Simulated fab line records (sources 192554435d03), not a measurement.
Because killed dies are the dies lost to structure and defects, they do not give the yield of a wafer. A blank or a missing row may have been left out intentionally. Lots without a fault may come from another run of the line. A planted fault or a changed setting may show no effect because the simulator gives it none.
Chamber matching + flow n5_finfet + N5_BEOL_M12_ETCH_68 on rie_diel-02 has 4 sister chambers
The step etches SOC in N2/H2, time 285 s. 16 wafers are shown with their chamber, then 8 later ones without.

## WAFERS WITH THEIR CHAMBER
| wafer  | chamber | drypump_motor_current_A (A) | throttle_valve_pct (%) | showerhead_plenum_p_Torr (Torr) |
|--------|---------|-----------------------------|------------------------|---------------------------------|
| L078.2 | 2       | 6.4                         | 17.50                  | 2.65                            |
| L078.4 | 0       | 4.9                         | 17.88                  | 2.55                            |
| L078.5 | 3       | 5.2                         | 17.97                  | 2.56                            |
| L082.1 | 1       | 5.0                         | 17.88                  | 2.68                            |
| L082.4 | 2       | 6.3                         | 17.52                  | 2.64                            |
| L082.6 | 0       | 4.9                         | 17.91                  | 2.54                            |
| L084.1 | 3       | 5.2                         | 17.99                  | 2.55                            |
| L084.4 | 0       | 4.9                         | 17.91                  | 2.54                            |
| L084.6 | 3       | 5.2                         | 17.98                  | 2.55                            |
| L085.1 | 3       | 5.2                         | 18.01                  | 2.55                            |
| L085.2 | 2       | 6.3                         | 17.53                  | 2.64                            |
| L085.3 | 1       | 5.0                         | 17.89                  | 2.67                            |
| L087.2 | 3       | 5.2                         | 18.00                  | 2.55                            |
| L087.3 | 0       | 4.9                         | 17.94                  | 2.54                            |
| L087.4 | 3       | 5.2                         | 18.00                  | 2.55                            |
| L088.3 | 3       | 5.2                         | 18.01                  | 2.55                            |

SIGNATURES (averages over the wafers above)
| reading                  | chamber 0 | chamber 1 | chamber 2 | chamber 3 | scatter within a chamber |
|--------------------------|-----------|-----------|-----------|-----------|--------------------------|
| drypump_motor_current_A  | 4.900     | 5.000     | 6.333     | 5.200     | 0.0236                   |
| throttle_valve_pct       | 17.9100   | 17.8850   | 17.5167   | 17.9943   | 0.0175                   |
| showerhead_plenum_p_Torr | 2.5425    | 2.6750    | 2.6433    | 2.5514    | 0.00481                  |
Rule: a wafer's distance from a chamber is the root of the sum, over the readings, of the square of ((its reading less the chamber's mean) divided by the reading's scatter). The wafer belongs to the nearest chamber; if the next one is less than 2 further off, it can't be placed. The scatter is the square root of a quotient: the sum, over the shown wafers, of each reading's squared deviation from its chamber's mean, divided by wafers minus chambers.

## WAFERS WITHOUT THEIR CHAMBER
| wafer  | drypump_motor_current_A (A) | throttle_valve_pct (%) | showerhead_plenum_p_Torr (Torr) |
|--------|-----------------------------|------------------------|---------------------------------|
| L088.4 | 6.3                         | 17.52                  | 2.64                            |
| L088.5 | 5.0                         | 17.92                  | 2.67                            |
| L095.1 | 5.2                         | 18.03                  | 2.54                            |
| L095.4 | 4.8                         | 17.95                  | 2.53                            |
| L095.6 | 6.3                         | 17.56                  | 2.63                            |
| L096.1 | 4.9                         | 17.95                  | 2.53                            |
| L096.4 | 5.2                         | 18.01                  | 2.54                            |
| L096.6 | 6.4                         | 17.56                  | 2.63                            |

## WHICH CHAMBER EACH ONE RAN IN
| wafer  | from the rows above | in truth |
|--------|---------------------|----------|
| L088.4 | 2                   | 2        |
| L088.5 | 1                   | 1        |
| L095.1 | 3                   | 3        |
| L095.4 | 0                   | 0        |
| L095.6 | 2                   | 2        |
| L096.1 | 0                   | 0        |
| L096.4 | 3                   | 3        |
| L096.6 | 2                   | 2        |
Placed correctly: 8 of 8. Not placeable from these rows: 0. 0 placed wrongly.
